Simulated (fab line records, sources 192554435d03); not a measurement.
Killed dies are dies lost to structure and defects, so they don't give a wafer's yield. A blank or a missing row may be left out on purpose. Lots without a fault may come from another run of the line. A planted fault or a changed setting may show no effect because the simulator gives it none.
fab line records | flow n5_finfet
record lots=6 wafers=18 last_day=19
route steps=1938 shown BEOL_M2@875 BEOL_M4@1111 PASSIVATION@1936
lots that met no fault: from a run of the same line without faults
start_h: hours from the record's first day to the start of the lot's first wafer shown | wait_h: hours since the lot's step before | " the same as in the row above | L1.1+2: a row that stands for several wafers | - no value, or no start given | * or withheld: withheld | < > ~ a bound
route shown NAME@n: a module of which the file shows steps, and the number in the route of the first | usual: mean/standard deviation of fault-free wafers | same: alike in all rows | chamber/n: place in a boat | sites: the reading at each site | _std_site: their standard deviation | _edge_site: outer sites' mean less inner sites' | radius_mm: how far each site lies from the wafer's centre | mask NAME#n: copy n | behind: the tool/chamber that last shaped the wafer | hold: why the lot was held/for how many hours/how that ended | device: the transistor (n, p or np) that didn't switch | end of line: the same wafers' tests at the end of the route | a step without rows: its recipe alone | killed: dies lost to structure and defects at the first sort, not the wafer's yield | map: a wafer's dies, x killed, . not, _ none there
set.NAME: the setting as run; set.NAME@STEP: as run at that earlier step | model.NAME: the simulator's own value behind a step, which no gauge read
lots at some steps of the route; a table a step, a row a wafer
services: from which hour (start_h, from the record's first day; less than 0 if before it) a tool's chamber was out of use, for how many hours, and why
## steps
# step N5_BEOL_M2_DEVELOP_27
# recipe develop_time_s=30 developer=TMAH resist=CAR-EUV rinse_liquid=surfactant_rinse dry=air_spin dev_temp_c=23
# step N5_BEOL_M2_CD_MEAS_28
# recipe target_cd_nm=26.2 landing_energy_ev=500 detector=se_inlens target_cd_y_nm=24.1 polarity=opening
# usual cd_nm=26.24/0.25
# columns lot.wafer tool chamber start_h wait_h cd_nm
L936.1 cd_sem-01 0 172.59 - 26.05
L936.2 " 0 " " 26.32
L936.5 " 0 " " 26.47
L946.1 cd_sem-03 0 251.66 - 26.81
L946.2 " 0 " " 26.68
L946.3 " 0 " " 26.38
L947.2 cd_sem-02 0 252.94 - 25.80
L947.5 " 0 " " 26.03
L947.6 " 0 " " 25.88
L950.1 cd_sem-02 0 273.03 - 26.16
L950.2 " 0 " " 26.52
L950.3 " 0 " " 26.52
L951.1 cd_sem-01 0 273.42 - 26.52
L951.2 " 0 " " 26.30
L951.4 " 0 " " 26.47
L952.1 cd_sem-03 0 274.80 - 26.10
L952.4 " 0 " " 26.40
L952.6 " 0 " " 25.94
# step N5_BEOL_M2_OVL_MEAS_29
# recipe points_per_wafer=522
# usual V1_OVL=0.2/1
# columns lot.wafer tool chamber start_h wait_h V1_OVL[nm]
L936.1 overlay-02 0 172.62 0.0 1.3
L936.2 " 0 " " 0.5
L936.5 " 0 " " 1.4
L946.1 overlay-01 0 251.69 0.0 0.0
L946.2 " 0 " " -0.3
L946.3 " 0 " " -0.8
L947.2 overlay-01 0 252.98 0.0 -0.4
L947.5 " 0 " " -0.7
L947.6 " 0 " " -0.8
L950.1 overlay-01 0 273.07 0.0 2.1
L950.2 " 0 " " 0.9
L950.3 " 0 " " 0.5
L951.1 overlay-01 0 273.45 0.0 1.4
L951.2 " 0 " " -0.3
L951.4 " 0 " " 0.8
L952.1 overlay-01 0 274.83 0.0 0.8
L952.4 " 0 " " 0.5
L952.6 " 0 " " 0.9
# step N5_BEOL_M2_INSPECT_30
# recipe mode=adi inspect_instrument=brightfield
# usual raw_defect_count=427/77
# columns lot.wafer tool chamber start_h wait_h raw_defect_count
L936.1 defect_inspect-02 - 172.68 0.1 402
L936.2 " - " " 311
L936.5 " - " " 288
L946.1 defect_inspect-02 - 251.75 0.1 390
L946.2 " - " " 462
L946.3 " - " " 605
L947.2 defect_inspect-02 - 253.03 0.0 343
L947.5 " - " " 390
L947.6 " - " " 316
L950.1 defect_inspect-02 - 273.12 0.1 432
L950.2 " - " " 536
L950.3 " - " " 418
L951.1 defect_inspect-02 - 273.51 0.1 644
L951.2 " - " " 598
L951.4 " - " " 490
L952.1 defect_inspect-02 - 274.89 0.1 558
L952.4 " - " " 447
L952.6 " - " " 378
# step N5_BEOL_M2_DESCUM_33
# recipe chemistry=O2 time_s=7 source_power_w=50 bias_power_w=20 pressure_mtorr=20 rf_frequency_hz=2.712e+07 temp_c=40 resist=CAR-EUV o2_flow_sccm=225
# usual drypump_motor_current_A=5.5/0.41 oes_product_au=0.79/0.067 rf_vpp_V=243.2/1.4 showerhead_plenum_p_Torr=2.10/0.07 temp_c=40.01/0.12 throttle_valve_pct=20.41/0.17
# same time_s=7
# columns lot.wafer tool chamber start_h wait_h drypump_motor_current_A oes_product_au rf_hours_counter_h rf_vpp_V showerhead_plenum_p_Torr temp_c throttle_valve_pct
L936.1 rie_diel-02 2 172.71 0.0 5.8 0.79 97 245.2 2.17 40.07 20.14
L936.2 " 3 " " 4.8 0.85 45 242.7 2.16 40.37 20.67
L936.5 " 0 " " 6.1 0.78 - 241.6 1.99 40.00 20.29
L946.1 rie_diel-04 0 251.79 0.0 5.6 0.94 14 244.9 2.25 40.09 20.24
L946.2 " 2 " " 4.7 0.85 45 243.4 2.12 39.88 20.45
L946.3 " 3 " " 5.6 0.69 225 244.4 2.16 39.97 20.44
L947.2 rie_diel-02 3 253.16 0.1 4.9 0.82 73 242.6 2.15 40.14 20.72
L947.5 " 0 " " 6.1 0.76 - 241.1 1.98 40.07 20.33
L947.6 " 1 " " 5.2 0.73 - 242.8 2.08 39.82 20.35
L950.1 rie_diel-01 2 273.16 0.0 5.6 0.76 122 243.0 2.11 39.90 20.35
L950.2 " 0 " " 6.2 0.72 160 240.7 2.02 39.88 20.70
L950.3 " 3 " " 5.5 0.72 163 241.6 2.01 39.81 20.70
L951.1 rie_diel-04 2 273.56 0.0 4.7 0.85 54 244.9 2.11 39.77 20.45
L951.2 " 1 " " 5.8 0.77 150 243.1 2.12 40.01 20.59
L951.4 " 0 " " 5.6 0.92 24 246.3 2.24 40.13 20.26
L952.1 rie_diel-01 0 274.92 0.0 6.2 0.73 160 242.7 2.02 39.86 20.71
L952.4 " 2 " " 5.6 0.77 123 242.8 2.11 40.07 20.35
L952.6 " 1 " " 5.8 0.76 - 241.4 2.02 39.90 20.24
# step N5_BEOL_M2_ETCH_77
# recipe chemistry=N2/H2 target=underlayer target_depth_a=65 mask_material=CAR-EUV time_s=5.2 ion_energy_ev=200 pressure_mtorr=30 source_w=840 bias_w=150 n2_flow_sccm=200 h2_flow_sccm=200 ends=cleared
# step N5_BEOL_M2_ETCH_69
# recipe chemistry=CF4 target=SiARC target_depth_a=156 mask_material=CAR-EUV time_s=26 ion_energy_ev=80 pressure_mtorr=40 source_w=545 bias_w=36 Ar_flow_sccm=100 cf4_flow_sccm=100 ends=cleared
# usual drypump_motor_current_A=5.5/0.41 etch_rf_on_time_s=25.7/0.74 oes_product_au=0.68/0.059 rf_vpp_V=184.1/1.1 showerhead_plenum_p_Torr=2.14/0.068 throttle_valve_pct=15.58/0.18
# columns lot.wafer tool chamber start_h wait_h drypump_motor_current_A etch_rf_on_time_s oes_product_au rf_hours_counter_h rf_vpp_V showerhead_plenum_p_Torr throttle_valve_pct
L936.1 rie_diel-02 2 172.76 0.0 5.8 28.0 0.65 97 185.1 2.27 15.54
L936.2 " 3 " " 4.9 25.7 0.73 45 184.9 2.17 15.55
L936.5 " 0 " " 6.1 25.8 0.68 - 184.2 2.06 15.63
L946.1 rie_diel-04 0 251.84 0.0 5.6 24.2 0.81 14 186.4 2.26 15.19
L946.2 " 2 " " 4.7 25.2 0.74 45 186.0 2.18 15.68
L946.3 " 3 " " 5.7 25.9 0.60 225 184.7 2.21 15.76
L947.2 rie_diel-02 3 253.21 0.0 4.9 25.3 0.71 73 182.9 2.16 15.57
L947.5 " 0 " " 6.1 25.5 0.66 - 185.3 2.05 15.67
L947.6 " 1 " " 5.2 25.7 0.62 - 185.3 2.13 15.55
L950.1 rie_diel-01 2 273.21 0.0 5.6 25.7 0.66 122 184.1 2.13 15.46
L950.2 " 0 " " 6.2 25.0 0.63 160 182.9 2.05 15.80
L950.3 " 3 " " 5.4 26.0 0.62 163 181.5 2.07 15.91
L951.1 rie_diel-04 2 273.61 0.0 4.7 25.2 0.73 54 185.6 2.18 15.67
L951.2 " 1 " " 5.8 26.7 0.64 150 184.8 2.16 15.61
L951.4 " 0 " " 5.6 24.5 0.80 24 186.2 2.25 15.20
L952.1 rie_diel-01 0 274.98 0.0 6.2 25.0 0.64 160 184.4 2.05 15.82
L952.4 " 2 " " 5.7 25.6 0.66 123 184.2 2.13 15.45
L952.6 " 1 " " 5.8 26.7 0.65 - 183.7 2.07 15.52
# step N5_BEOL_M2_ALD_98
# recipe material=SiO2 target_thk_a=25 temp_c=100 ald_precursor_family=BDEAS ald_co_reactant=O2-plasma pulse_time_s=1 co_reactant_pulse_time_s=1 purge_time_s=2 co_reactant_purge_time_s=2 ald_cycles=17 pressure_torr=2
# usual heater_power_w=80/6.5 precursor_pulse_height_rel=0.999/0.02
# same purge_time_s=2
# columns lot.wafer tool chamber start_h wait_h heater_power_w precursor_pulse_height_rel
L936.1 ald_sin-03 3 172.84 0.1 83 1.034
L936.2 " 2 " " 84 0.980
L936.5 " 0 " " 86 1.006
L946.1 ald_sin-03 1 251.92 0.1 94 1.008
L946.2 " 3 " " 86 0.988
L946.3 " 0 " " 86 0.999
L947.2 ald_sin-03 2 253.29 0.1 83 1.035
L947.5 " 3 " " 84 0.965
L947.6 " 0 " " 81 0.983
L950.1 ald_sin-02 0 273.29 0.1 72 0.977
L950.2 " 1 " " 84 1.007
L950.3 " 2 " " 72 1.010
L951.1 ald_sin-02 2 273.69 0.1 73 1.018
L951.2 " 0 " " 73 1.041
L951.4 " 3 " " 84 0.988
L952.1 ald_sin-03 2 275.07 0.1 85 0.980
L952.4 " 3 " " 82 1.011
L952.6 " 0 " " 84 1.008
# step N5_BEOL_M2_ETCHBACK_99
# recipe chemistry=CHF3 target=SiO2 target_depth_a=50 time_s=10.4 source_w=215 bias_w=47 Ar_flow_sccm=200 CHF3_flow_sccm=12 ion_energy_ev=100 pressure_mtorr=30
# usual drypump_motor_current_A=5.6/0.45 oes_f_703_au=0.77/0.045 oes_product_au=0.78/0.038 rf_vpp_V=242/8.2 showerhead_plenum_p_Torr=2.14/0.081 throttle_valve_pct=17.06/0.12
# same time_s=10.4
# columns lot.wafer tool chamber start_h wait_h drypump_motor_current_A oes_f_703_au oes_product_au rf_hours_counter_h rf_vpp_V showerhead_plenum_p_Torr throttle_valve_pct
L936.1 rie_diel-02 1 174.89 2.0 5.2 0.75 0.76 124 245 2.18 17.08
L936.2 " 0 " " 6.2 0.77 0.80 121 254 2.05 17.03
L936.5 " 2 " " 5.8 0.76 0.76 - 236 2.29 17.10
L946.1 rie_diel-02 0 252.19 0.2 6.2 0.76 0.77 149 252 2.04 17.07
L946.2 " 1 " " 5.2 0.72 0.74 150 245 2.17 17.14
L946.3 " 3 " " 4.9 0.83 0.82 72 243 2.16 17.03
L947.2 rie_diel-02 3 256.74 3.4 4.9 0.83 0.83 75 242 2.16 17.05
L947.5 " 1 " " 5.2 0.73 0.73 - 246 2.17 17.14
L947.6 " 3 " " 4.9 0.83 0.82 - 242 2.16 17.01
L950.1 rie_diel-01 1 280.63 7.3 5.7 0.75 0.76 132 247 2.09 16.99
L950.2 " 0 " " 6.2 0.75 0.74 162 227 2.04 17.15
L950.3 " 2 " " 5.6 0.80 0.76 125 234 2.13 16.83
L951.1 rie_diel-01 1 281.42 7.7 5.8 0.75 0.76 132 246 2.09 17.01
L951.2 " 2 " " 5.6 0.80 0.76 125 234 2.13 16.83
L951.4 " 0 " " 6.3 0.75 0.74 163 226 2.04 17.17
L952.1 rie_diel-01 2 285.56 10.4 5.6 0.80 0.76 127 235 2.13 16.84
L952.4 " 1 " " 5.8 0.74 0.76 134 246 2.09 17.00
L952.6 " 3 " " 5.5 0.71 0.73 - 251 2.07 17.35
# step N5_BEOL_M2_ETCH_70
# recipe chemistry=N2/H2 target=SOC target_depth_a=800 overetch_a=240 mask_material=SiARC temp_c=40 time_s=130 ion_energy_ev=200 pressure_mtorr=30 source_w=840 bias_w=150 n2_flow_sccm=200 h2_flow_sccm=200
# usual drypump_motor_current_A=5.6/0.45 oes_product_au=0.571/0.027 rf_vpp_V=523.4/2.4 showerhead_plenum_p_Torr=2.53/0.099 temp_c=40.01/0.11 throttle_valve_pct=17.85/0.18
# same time_s=130
# columns lot.wafer tool chamber start_h wait_h drypump_motor_current_A oes_product_au rf_hours_counter_h rf_vpp_V showerhead_plenum_p_Torr temp_c throttle_valve_pct
L936.1 rie_diel-02 1 174.92 0.0 5.2 0.564 124 524.2 2.55 39.81 17.84
L936.2 " 0 " " 6.2 0.575 121 520.7 2.43 40.00 17.76
L936.5 " 2 " " 5.8 0.583 - 527.5 2.70 39.91 17.94
L946.1 rie_diel-02 0 252.22 0.0 6.2 0.560 149 520.4 2.42 39.97 17.83
L946.2 " 1 " " 5.2 0.541 150 522.6 2.54 40.02 17.87
L946.3 " 3 " " 4.9 0.599 72 525.8 2.61 39.91 18.03
L947.2 rie_diel-02 3 256.77 0.0 4.9 0.602 75 524.6 2.61 40.18 18.03
L947.5 " 1 " " 5.2 0.542 - 523.9 2.54 40.07 17.88
L947.6 " 3 " " 4.9 0.600 - 523.3 2.61 40.00 18.03
L950.1 rie_diel-01 1 280.67 0.0 5.8 0.564 132 520.8 2.42 39.90 17.46
L950.2 " 0 " " 6.3 0.535 162 520.7 2.41 40.05 17.85
L950.3 " 2 " " 5.6 0.565 125 523.9 2.56 40.21 17.71
L951.1 rie_diel-01 1 281.45 0.0 5.7 0.565 132 520.6 2.42 39.79 17.47
L951.2 " 2 " " 5.6 0.567 125 524.8 2.55 39.97 17.69
L951.4 " 0 " " 6.2 0.538 163 520.8 2.41 40.20 17.85
L952.1 rie_diel-01 2 285.59 0.0 5.6 0.557 127 524.2 2.55 39.93 17.71
L952.4 " 1 " " 5.8 0.565 134 520.5 2.42 40.10 17.47
L952.6 " 3 " " 5.4 0.541 - 519.9 2.45 39.99 18.17
# step N5_BEOL_M2_STRIP_71
# recipe chemistry=N2/H2 temp_c=40 n2_flow_sccm=200 h2_flow_sccm=200 rf_frequency_hz=6e+07
# step N5_BEOL_M2_STRIP_78
# recipe chemistry=N2/H2 temp_c=40 n2_flow_sccm=200 h2_flow_sccm=200 rf_frequency_hz=6e+07
# step N5_BEOL_M2_VIA_ETCH_34
# recipe chemistry=C4F6/O2 target_depth_a=694 mask_material=SOC pressure_mtorr=15 ion_energy_ev=250 taper_deg=4 time_s=65.9 source_w=350 bias_w=170 Ar_flow_sccm=300 C4F6_flow_sccm=10 O2_flow_sccm=10
# usual C4F6_flow_sccm=10.00/0.031 drypump_motor_current_A=5.6/0.45 oes_f_703_au=0.77/0.051 oes_product_au=0.77/0.039 rf_vpp_V=669/22 showerhead_plenum_p_Torr=2.82/0.1 throttle_valve_pct=30.8/0.33
# same time_s=65.9
# columns lot.wafer tool chamber start_h wait_h C4F6_flow_sccm drypump_motor_current_A oes_f_703_au oes_product_au rf_hours_counter_h rf_vpp_V showerhead_plenum_p_Torr throttle_valve_pct model.etch.depth_nm model.SOC_of_BEOL_M2_COAT_67.thk_nm
L936.1 rie_diel-02 1 175.03 0.0 9.99 5.2 0.75 0.76 124 679 2.87 31.0 70.29 51.6
L936.2 " 0 " " 9.98 6.1 0.77 0.79 121 697 2.72 30.5 70.42 52
L936.5 " 2 " " 10.03 5.8 0.74 0.76 - 649 3.02 31.3 65.22 52.4
L946.1 rie_diel-02 0 252.33 0.0 10.01 6.1 0.75 0.77 149 699 2.70 30.5 69.77 52
L946.2 " 1 " " 9.98 5.2 0.72 0.73 150 679 2.86 31.1 69.43 52
L946.3 " 3 " " 10.01 4.8 0.84 0.76 72 669 2.86 30.7 60.72 52.8
L947.2 rie_diel-02 3 256.88 0.0 9.98 4.9 0.84 0.76 75 670 2.86 30.6 61.49 52.6
L947.5 " 1 " " 10.04 5.2 0.72 0.73 - 679 2.86 31.0 69.59 52
L947.6 " 3 " " 9.98 4.9 0.84 0.75 - 668 2.86 30.6 60.89 52.4
L950.1 rie_diel-01 1 280.77 0.0 9.99 5.7 0.74 0.76 132 682 2.76 30.5 68.27 51.6
L950.2 " 0 " " 10.01 6.3 0.75 0.73 162 626 2.70 30.6 70.72 51.4
L950.3 " 2 " " 10.02 5.6 0.80 0.76 125 649 2.81 30.2 68.67 51.8
L951.1 rie_diel-01 1 281.56 0.0 10.00 5.8 0.73 0.76 132 682 2.76 30.5 68.06 52
L951.2 " 2 " " 10.01 5.6 0.81 0.76 125 651 2.81 30.2 68.84 52
L951.4 " 0 " " 10.08 6.2 0.76 0.73 163 627 2.70 30.6 70.2 51.6
L952.1 rie_diel-01 2 285.70 0.0 9.98 5.6 0.81 0.76 127 648 2.81 30.2 69.17 51.8
L952.4 " 1 " " 9.99 5.8 0.73 0.76 134 680 2.76 30.5 68.32 52
L952.6 " 3 " " 10.01 5.4 0.71 0.73 - 695 2.74 31.1 69.65 51.8
# step N5_BEOL_M2_STRIP_83
# recipe chemistry=C4F6/O2 resist=SiARC rf_frequency_hz=6e+07
# step N5_BEOL_M4_RC_MEAS_101
# usual DIBL_N=35.8/2.2 DIBL_P=35.3/2.7 IOFF_N=0.16/0.043 IOFF_P=0.21/0.043 ION_N=676/15 ION_P=463/9.1 SS_N=71.4/0.77 SS_P=73.0/0.79 VT_N=250/4 VT_P=-249.8/2.8
# columns lot.wafer tool chamber start_h wait_h DIBL_N[mV/V] DIBL_P[mV/V] IOFF_N[nA/um] IOFF_P[nA/um] ION_N[uA/um] ION_P[uA/um] SS_N[mV/dec] SS_P[mV/dec] VT_N[mV] VT_P[mV]
L936.1 prober-02 0 213.38 0.0 35.1 34.8 0.15 0.20 665 456 71.2 72.8 251 -251.9
L936.2 " 0 " " 33.7 33.0 0.13 0.18 679 467 70.7 72.2 250 -250.2
L936.5 " 0 " " 32.4 31.8 0.11 0.16 673 463 70.3 72.3 252 -252.0
L946.1 prober-02 0 284.81 0.0 41.8 40.8 0.27 0.31 703 483 72.8 74.1 242 -244.3
L946.2 " 0 " " 32.8 30.6 0.09 0.14 654 451 71.2 71.0 261 -254.0
L946.3 " 0 " " 33.3 32.2 0.09 0.16 625 440 71.4 72.7 261 -253.7
L947.2 prober-02 0 293.61 0.2 37.6 36.9 0.19 0.23 654 448 72.2 73.8 250 -248.7
L947.5 " 0 " " 36.1 36.1 0.15 0.21 677 470 71.7 73.2 250 -247.8
L947.6 " 0 " " 34.4 34.3 0.13 0.19 675 472 70.7 73.2 252 -249.5
L950.1 prober-02 0 309.59 0.0 36.3 35.4 0.18 0.20 679 457 71.3 72.6 247 -252.6
L950.2 " 0 " " 36.7 36.1 0.18 0.21 680 462 71.8 72.7 248 -250.3
L950.3 " 0 " " 35.8 34.2 0.15 0.18 686 457 71.9 72.3 254 -252.3
L951.1 prober-01 0 314.37 0.0 35.4 33.4 0.14 0.20 679 467 71.3 72.6 249 -249.0
L951.2 " 0 " " 37.6 35.1 0.19 0.23 694 465 71.8 73.4 246 -247.3
L951.4 " 0 " " 36.2 32.8 0.15 0.18 678 464 70.8 73.1 251 -250.0
L952.1 prober-02 0 316.80 0.0 35.9 36.2 0.16 0.21 684 462 71.9 72.7 248 -250.6
L952.4 " 0 " " 34.8 34.7 0.15 0.19 682 459 71.6 72.8 249 -249.9
L952.6 " 0 " " 30.6 30.2 0.09 0.13 650 448 70.5 70.8 256 -255.2
# step N5_PASSIVATION_PROBE_49
# usual defect_limited_yield=91.1/1.4 killed_at_M0_to_M3=34/11 killed_at_M4_up=14/5.6 killed_at_contacts=13/5.9 killed_at_front_end=40/11 killed_at_other=4/3.1 killed_dies=105/16 killed_open=68/11 killed_short=34/8.4 sort_bin_5_function=5.2/0.86 sort_bin_6_memory=3.2/0.7 sort_bin_8_speed=0.1/1.1 sort_n_pass=1074/21 sort_yield_pct=91.0/1.8
# same gross_dies=1180 killed_at_back_side=0 sort_bin_4_leakage[%]=0
# columns lot.wafer tool chamber start_h wait_h defect_limited_yield[%] killed_at_M0_to_M3 killed_at_M4_up killed_at_contacts killed_at_front_end killed_at_other killed_dies killed_open killed_short sort_bin_5_function[%] sort_bin_6_memory[%] sort_bin_8_speed[%] sort_n_pass sort_yield_pct[%]
L936.1 prober-02 - 320.17 0.0 89.1 51 13 20 39 6 129 93 33 6.3 4.4 0 1051 89.1
L936.2 prober-02 - 320.22 0.1 90.6 45 13 20 32 1 111 75 32 5.5 3.5 0 1069 90.6
L936.5 prober-02 - 320.37 0.2 89.8 41 17 16 41 5 120 88 28 6.2 3.6 0 1060 89.8
L946.1 prober-01 - 402.73 0.0 91.3 33 15 13 38 4 103 74 28 5.0 3.5 0 1077 91.3
L946.2 prober-01 - 402.78 0.1 93.5 26 6 10 25 10 77 45 32 3.5 2.9 0 1103 93.5
L946.3 prober-01 - 402.83 0.1 91.6 33 16 5 38 7 99 64 35 5.3 2.9 13.3 924 78.3
L950.1 prober-02 - 429.93 1.4 89.9 29 15 19 53 3 119 79 32 5.0 4.2 0 1061 89.9
L950.2 prober-02 - 429.98 1.5 92.5 28 18 15 26 1 88 63 23 5.1 1.9 0 1092 92.5
L950.3 prober-02 - 430.03 1.5 92.3 29 26 9 21 6 91 60 29 4.5 3.1 0 1089 92.3
L951.1 prober-01 - 442.64 0.0 90.6 36 5 21 42 7 111 77 32 6.1 2.8 0.1 1069 90.6
L951.2 prober-01 - 442.69 0.1 92.2 27 16 8 38 3 92 61 30 4.7 3.0 0 1088 92.2
L951.4 prober-01 - 442.79 0.2 89.2 28 14 24 54 7 127 85 42 6.8 3.6 0 1053 89.2
L952.1 prober-02 - 442.80 0.0 89.0 22 32 15 61 0 130 81 44 6.9 3.2 0 1050 89.0
L952.4 prober-02 - 442.95 0.2 90.4 23 23 13 53 1 113 72 40 6.0 3.4 0 1067 90.4
L952.6 prober-02 - 443.05 0.3 88.2 17 27 9 80 6 139 86 53 6.6 4.6 0 1041 88.2
L947.2 prober-02 - 464.43 0.1 90.8 35 18 10 41 5 109 71 33 5.2 3.1 0 1071 90.8
L947.5 prober-02 - 464.58 0.2 90.8 38 15 4 48 3 108 76 32 6.2 2.8 0 1072 90.8
L947.6 prober-02 - 464.63 0.3 90.8 42 15 7 42 2 108 72 31 5.3 3.4 0 1072 90.8
# killed by level:class
L936.1 MOL_CONTACT_COAG:geometric_particle:open=18 BEOL_M2:geometric_particle:open=15 STI_FIN_REVEAL:geometric_particle:open=11 FIN_SAQP:geometric_particle:open=10 BEOL_M1:geometric_particle:open=8 BEOL_M4:geometric_particle:open=7 BEOL_M3:geometric_particle:open=6 BEOL_M0_SAQP:geometric_particle:open=5
L936.2 MOL_CONTACT_COAG:geometric_particle:open=17 BEOL_M3:geometric_particle:open=12 BEOL_M0_SAQP:geometric_particle:short=10 BEOL_M0_SAQP:geometric_particle:open=8 BEOL_M4:geometric_particle:open=8 FIN_SAQP:geometric_particle:short=7 BEOL_M2:geometric_particle:open=7 DUMMY_GATE:geometric_particle:open=5
L936.5 MOL_CONTACT_COAG:geometric_particle:open=12 STI_FIN_REVEAL:geometric_particle:open=11 BEOL_M2:geometric_particle:open=9 FIN_SAQP:geometric_particle:open=8 BEOL_M3:geometric_particle:open=8 BEOL_M4:geometric_particle:open=7 BEOL_M0:geometric_particle:open=7 BEOL_M0_SAQP:geometric_particle:short=5
L946.1 FIN_SAQP:geometric_particle:open=12 MOL_CONTACT_COAG:geometric_particle:open=11 BEOL_M0_SAQP:geometric_particle:open=11 FIN_SAQP:geometric_particle:short=6 BEOL_M0_SAQP:geometric_particle:short=6 BEOL_M1:geometric_particle:open=6 BEOL_M7:geometric_particle:open=5 DUMMY_GATE:geometric_particle:open=4
L946.2 BEOL_M0_SAQP:geometric_particle:short=9 MOL_CONTACT_COAG:geometric_particle:open=8 BEOL_M0_SAQP:geometric_particle:open=8 FIN_SAQP:geometric_particle:short=7 FIN_SAQP:geometric_particle:open=6 BEOL_M3:geometric_particle:open=5 MIM_TOP_ETCH:geometric_particle:short=4 DUMMY_GATE:geometric_particle:open=4
L946.3 FIN_SAQP:geometric_particle:short=16 BEOL_M0_SAQP:geometric_particle:open=9 BEOL_M1:geometric_particle:open=9 FIN_SAQP:geometric_particle:open=7 BEOL_M0_SAQP:geometric_particle:short=7 BEOL_M4:geometric_particle:open=6 BEOL_M7:geometric_particle:open=6 MOL_CONTACT_COAG:geometric_particle:open=5
L950.1 MOL_CONTACT_COAG:geometric_particle:open=16 FIN_SAQP:geometric_particle:open=15 STI_FIN_REVEAL:geometric_particle:open=11 BEOL_M4:geometric_particle:open=8 BEOL_M0_SAQP:geometric_particle:short=7 HKMG_FIN:area_etch=7 BEOL_M0_SAQP:geometric_particle:open=6 FIN_SAQP:geometric_particle:short=5
L950.2 MOL_CONTACT_COAG:geometric_particle:open=11 BEOL_M0_SAQP:geometric_particle:short=11 BEOL_M4:geometric_particle:open=8 FIN_SAQP:geometric_particle:open=5 STARTING-WAFER:geometric_particle:open=5 STI_FIN_REVEAL:geometric_particle:open=4 MOL_CONTACT_COAG:geometric_particle:short=4 BEOL_M1:geometric_particle:open=4
L950.3 MOL_CONTACT_COAG:geometric_particle:open=9 BEOL_M0_SAQP:geometric_particle:open=8 BEOL_M4:geometric_particle:open=8 BEOL_M0_SAQP:geometric_particle:short=7 BEOL_M4:geometric_particle:short=5 ILD0:geometric_particle:short=4 BEOL_M5:geometric_particle:open=4 BEOL_M3:geometric_particle:open=4
L951.1 MOL_CONTACT_COAG:geometric_particle:open=18 STI_FIN_REVEAL:geometric_particle:open=10 BEOL_M0_SAQP:geometric_particle:short=8 BEOL_M3:geometric_particle:open=7 BEOL_M1:geometric_particle:open=6 DUMMY_GATE:geometric_particle:open=5 FIN_SAQP:geometric_particle:open=4 STI_FIN_REVEAL:geometric_particle:short=4
L951.2 BEOL_M4:geometric_particle:open=11 FIN_SAQP:geometric_particle:open=8 FIN_SAQP:geometric_particle:short=8 STI_FIN_REVEAL:geometric_particle:open=7 BEOL_M2:geometric_particle:open=7 MOL_CONTACT_COAG:geometric_particle:open=6 BEOL_M0_SAQP:geometric_particle:short=6 DUMMY_GATE:geometric_particle:open=4
L951.4 MOL_CONTACT_COAG:geometric_particle:open=21 STI_FIN_REVEAL:geometric_particle:open=15 BEOL_M0_SAQP:geometric_particle:short=9 STI_FIN_REVEAL:geometric_particle:short=7 DUMMY_GATE:geometric_particle:open=7 BEOL_M4:geometric_particle:open=6 STARTING-WAFER:geometric_particle:open=6 FIN_SAQP:geometric_particle:open=5
L952.1 FIN_SAQP:geometric_particle:open=20 FIN_SAQP:geometric_particle:short=19 MOL_CONTACT_COAG:geometric_particle:open=12 BEOL_M4:geometric_particle:open=10 BEOL_M5:geometric_particle:open=9 STI_FIN_REVEAL:geometric_particle:open=8 BEOL_M1:geometric_particle:open=6 BEOL_M3:geometric_particle:open=6
L952.4 FIN_SAQP:geometric_particle:short=17 FIN_SAQP:geometric_particle:open=16 BEOL_M4:geometric_particle:open=15 BEOL_M2:geometric_particle:open=9 MOL_CONTACT_COAG:geometric_particle:open=8 GATE_CUT:geometric_particle:open=5 BEOL_M3:geometric_particle:open=5 BEOL_M4:geometric_particle:short=5
L952.6 FIN_SAQP:geometric_particle:open=19 STI_FIN_REVEAL:geometric_particle:open=19 FIN_SAQP:geometric_particle:short=17 BEOL_M4:geometric_particle:open=15 BEOL_M4:geometric_particle:short=8 MOL_CONTACT_COAG:geometric_particle:open=7 GATE_CUT:geometric_particle:short=7 STI_FIN_REVEAL:geometric_particle:short=5
L947.2 BEOL_M2:geometric_particle:open=9 BEOL_M3:geometric_particle:open=9 FIN_SAQP:geometric_particle:open=8 MOL_CONTACT_COAG:geometric_particle:open=8 BEOL_M4:geometric_particle:open=6 DUMMY_GATE:geometric_particle:open=5 ILD0:geometric_particle:short=5 BEOL_M2:geometric_particle:short=5
L947.5 BEOL_M3:geometric_particle:open=12 STI_FIN_REVEAL:geometric_particle:open=10 FIN_SAQP:geometric_particle:open=9 DUMMY_GATE:geometric_particle:open=7 BEOL_M0_SAQP:geometric_particle:open=7 BEOL_M4:geometric_particle:open=6 BEOL_M0_SAQP:geometric_particle:short=5 STARTING-WAFER:geometric_particle:open=5
L947.6 BEOL_M0_SAQP:geometric_particle:open=11 FIN_SAQP:geometric_particle:open=9 BEOL_M3:geometric_particle:open=8 ILD0:geometric_particle:open=7 STI_FIN_REVEAL:geometric_particle:open=6 MOL_CONTACT_COAG:geometric_particle:open=6 BEOL_M0_SAQP:geometric_particle:short=6 FIN_SAQP:geometric_particle:short=5
## services
# columns tool chamber start_h hours kind
ald_sin-03 - 178.85 14.0 pm
ald_sin-03 0 178.85 14.0 vent_cycle
ald_sin-03 1 178.85 14.0 vent_cycle
ald_sin-03 2 178.85 14.0 vent_cycle
ald_sin-03 3 178.85 14.0 vent_cycle
rie_diel-02 2 180.71 1.5 repair
rie_diel-02 3 182.82 5.4 repair
ald_sin-03 0 192.85 - clean
ald_sin-03 1 192.85 - clean
ald_sin-03 2 192.85 - clean
ald_sin-03 3 192.85 - clean
ald_sin-03 - 201.44 14.6 pm
rie_diel-04 0 204.10 - clean
rie_diel-04 0 204.10 - consumable_replace:focus_ring
rie_diel-04 0 204.10 - consumable_replace:showerhead
rie_diel-04 0 204.10 12.5 scheduled_down
rie_diel-04 0 204.10 12.5 vent_cycle
rie_diel-01 - 205.96 2.7 repair
rie_diel-04 1 218.53 47.5 repair
ald_sin-02 3 233.16 5.3 repair
rie_diel-02 2 251.79 2.0 repair
rie_diel-02 0 254.07 3.1 repair
## key
first_sign none at tools or gauges
model_effect step=N5_BEOL_M2_VIA_ETCH_34 value=etch.depth_nm without=69.96 struck=61.04
met_at N5_BEOL_M2_VIA_ETCH_34
struck_wafers L946.3,L947.2,L947.6
fault kind=process_parameter_drift tool=rie_diel-02 chamber=3 onset_h=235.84 steps=N5_BEOL_M2_VIA_ETCH_34 channel=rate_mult offset=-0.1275 shape=step end_h=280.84
